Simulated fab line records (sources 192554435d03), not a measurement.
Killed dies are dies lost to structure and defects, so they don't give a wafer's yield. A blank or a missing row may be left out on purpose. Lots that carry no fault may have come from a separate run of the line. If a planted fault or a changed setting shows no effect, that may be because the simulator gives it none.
Lot-split experiment / flow n5-finfet / 21 wafers read from 7 lots, route of 1938 steps

== THE SPLIT ITSELF ==
At N5_DUMMY_GATE_COAT_28 (time 60 s, resist thk 10 nm), the setting spin-rpm was moved away from the recipe's 1500 rpm on 8 of the 21 wafers read, by -10.2% to +8.2%. For the rest of the wafers, this setting stayed at what the recipe calls for.

The reading comes from the split's own step.

== THE READING ==
underlayer_of_DUMMY_GATE_COAT_28.thk-nm (the simulator's own value, which no gauge read), in nm, at N5_DUMMY_GATE_COAT_28 (time 60 s, resist thk 10 nm). No usual value for it is given in the file.

wafer=L074.3; tool, chamber at the split=litho-track-03, 0; spin-rpm as run, rpm=1500; against the recipe=recipe; underlayer_of_DUMMY_GATE_COAT_28.thk-nm, nm=10; against lot-mates on the recipe=-
wafer=L074.4; tool, chamber at the split=litho-track-03, 0; spin-rpm as run, rpm=1582; against the recipe=+5.5%; underlayer_of_DUMMY_GATE_COAT_28.thk-nm, nm=9.6; against lot-mates on the recipe=-0.4
wafer=L074.5; tool, chamber at the split=litho-track-03, 0; spin-rpm as run, rpm=1582; against the recipe=+5.5%; underlayer_of_DUMMY_GATE_COAT_28.thk-nm, nm=9.8; against lot-mates on the recipe=-0.2
wafer=L080.1; tool, chamber at the split=litho-track-02, 0; spin-rpm as run, rpm=1500; against the recipe=recipe; underlayer_of_DUMMY_GATE_COAT_28.thk-nm, nm=10; against lot-mates on the recipe=-
wafer=L080.2; tool, chamber at the split=litho-track-02, 0; spin-rpm as run, rpm=1623; against the recipe=+8.2%; underlayer_of_DUMMY_GATE_COAT_28.thk-nm, nm=9.6; against lot-mates on the recipe=-0.4
wafer=L080.3; tool, chamber at the split=litho-track-02, 0; spin-rpm as run, rpm=1623; against the recipe=+8.2%; underlayer_of_DUMMY_GATE_COAT_28.thk-nm, nm=9.6; against lot-mates on the recipe=-0.4
wafer=L083.1; tool, chamber at the split=litho-track-04, 0; spin-rpm as run, rpm=1500; against the recipe=recipe; underlayer_of_DUMMY_GATE_COAT_28.thk-nm, nm=10; against lot-mates on the recipe=-
wafer=L083.4; tool, chamber at the split=litho-track-04, 0; spin-rpm as run, rpm=1500; against the recipe=recipe; underlayer_of_DUMMY_GATE_COAT_28.thk-nm, nm=10; against lot-mates on the recipe=-
wafer=L083.6; tool, chamber at the split=litho-track-04, 0; spin-rpm as run, rpm=1500; against the recipe=recipe; underlayer_of_DUMMY_GATE_COAT_28.thk-nm, nm=10; against lot-mates on the recipe=-
wafer=L087.2; tool, chamber at the split=litho-track-02, 0; spin-rpm as run, rpm=1500; against the recipe=recipe; underlayer_of_DUMMY_GATE_COAT_28.thk-nm, nm=10; against lot-mates on the recipe=-
wafer=L087.4; tool, chamber at the split=litho-track-02, 0; spin-rpm as run, rpm=1622; against the recipe=+8.1%; underlayer_of_DUMMY_GATE_COAT_28.thk-nm, nm=9.6; against lot-mates on the recipe=-0.4
wafer=L087.6; tool, chamber at the split=litho-track-02, 0; spin-rpm as run, rpm=1622; against the recipe=+8.1%; underlayer_of_DUMMY_GATE_COAT_28.thk-nm, nm=9.6; against lot-mates on the recipe=-0.4
wafer=L090.3; tool, chamber at the split=litho-track-03, 0; spin-rpm as run, rpm=1500; against the recipe=recipe; underlayer_of_DUMMY_GATE_COAT_28.thk-nm, nm=10; against lot-mates on the recipe=-
wafer=L090.4; tool, chamber at the split=litho-track-03, 0; spin-rpm as run, rpm=1500; against the recipe=recipe; underlayer_of_DUMMY_GATE_COAT_28.thk-nm, nm=10; against lot-mates on the recipe=-
wafer=L090.6; tool, chamber at the split=litho-track-03, 0; spin-rpm as run, rpm=1500; against the recipe=recipe; underlayer_of_DUMMY_GATE_COAT_28.thk-nm, nm=10; against lot-mates on the recipe=-
wafer=L091.1; tool, chamber at the split=litho-track-04, 0; spin-rpm as run, rpm=1347; against the recipe=-10.2%; underlayer_of_DUMMY_GATE_COAT_28.thk-nm, nm=10.6; against lot-mates on the recipe=+0.6
wafer=L091.6; tool, chamber at the split=litho-track-04, 0; spin-rpm as run, rpm=1347; against the recipe=-10.2%; underlayer_of_DUMMY_GATE_COAT_28.thk-nm, nm=10.6; against lot-mates on the recipe=+0.6
wafer=L091.5; tool, chamber at the split=litho-track-04, 0; spin-rpm as run, rpm=1500; against the recipe=recipe; underlayer_of_DUMMY_GATE_COAT_28.thk-nm, nm=10; against lot-mates on the recipe=-
wafer=L094.1; tool, chamber at the split=litho-track-03, 0; spin-rpm as run, rpm=1500; against the recipe=recipe; underlayer_of_DUMMY_GATE_COAT_28.thk-nm, nm=10; against lot-mates on the recipe=-
wafer=L094.3; tool, chamber at the split=litho-track-03, 0; spin-rpm as run, rpm=1500; against the recipe=recipe; underlayer_of_DUMMY_GATE_COAT_28.thk-nm, nm=10; against lot-mates on the recipe=-
wafer=L094.4; tool, chamber at the split=litho-track-03, 0; spin-rpm as run, rpm=1500; against the recipe=recipe; underlayer_of_DUMMY_GATE_COAT_28.thk-nm, nm=10; against lot-mates on the recipe=-

FIT RESULTS
A straight line over all 21 wafers: underlayer_of_DUMMY_GATE_COAT_28.thk-nm changes by -0.054 nm for each +1% of spin-rpm; r = -0.99; the points scatter about the line by 0.039 nm.
The same after taking each lot's own level away (the mean of its wafers on the recipe; 21 wafers): -0.054 nm for each +1%; r = -0.99; scatter 0.039 nm.
The reading moves by 0.55 nm for the largest change in spin-rpm, on that fit.
The lots' own levels span 10.00 to 10.00 nm.
The two slopes agree, so the slope changes little with the lot-to-lot level.
Check: +0.547 nm against its lot-mates is what the line predicts for one of the wafers moved furthest among these (-10.2%) when that wafer is left out of the fit. Against them it came out at +0.6 nm.

== THESE WAFERS: OTHER SPLITS ==
Other splits were also applied to these wafers ahead of the reading. Each is held against what the fit with the lots' levels taken away leaves over:
other split on the same wafers=N5_ZERO_LAYER_PECVD_02 time-s; wafers away from the commonest value=9; r with underlayer_of_DUMMY_GATE_COAT_28.thk-nm (lot level and that fit taken away)=+0.07
other split on the same wafers=N5_ZERO_LAYER_ETCH_18 icp-w; wafers away from the commonest value=7; r with underlayer_of_DUMMY_GATE_COAT_28.thk-nm (lot level and that fit taken away)=+0.25
other split on the same wafers=N5_WELL_APT_PEB_06 peb-time-s; wafers away from the commonest value=4; r with underlayer_of_DUMMY_GATE_COAT_28.thk-nm (lot level and that fit taken away)=+0.16
other split on the same wafers=N5_FIN_SAQP_EXPOSE_13 dose-mj; wafers away from the commonest value=6; r with underlayer_of_DUMMY_GATE_COAT_28.thk-nm (lot level and that fit taken away)=-0.03
other split on the same wafers=N5_FIN_CUT_EXPOSE_05 dose-mj; wafers away from the commonest value=7; r with underlayer_of_DUMMY_GATE_COAT_28.thk-nm (lot level and that fit taken away)=+0.11

== FILE'S OWN FIT ==
underlayer_of_DUMMY_GATE_COAT_28.thk-nm changes by -0.0535 nm for each +1% of spin-rpm, r = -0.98.
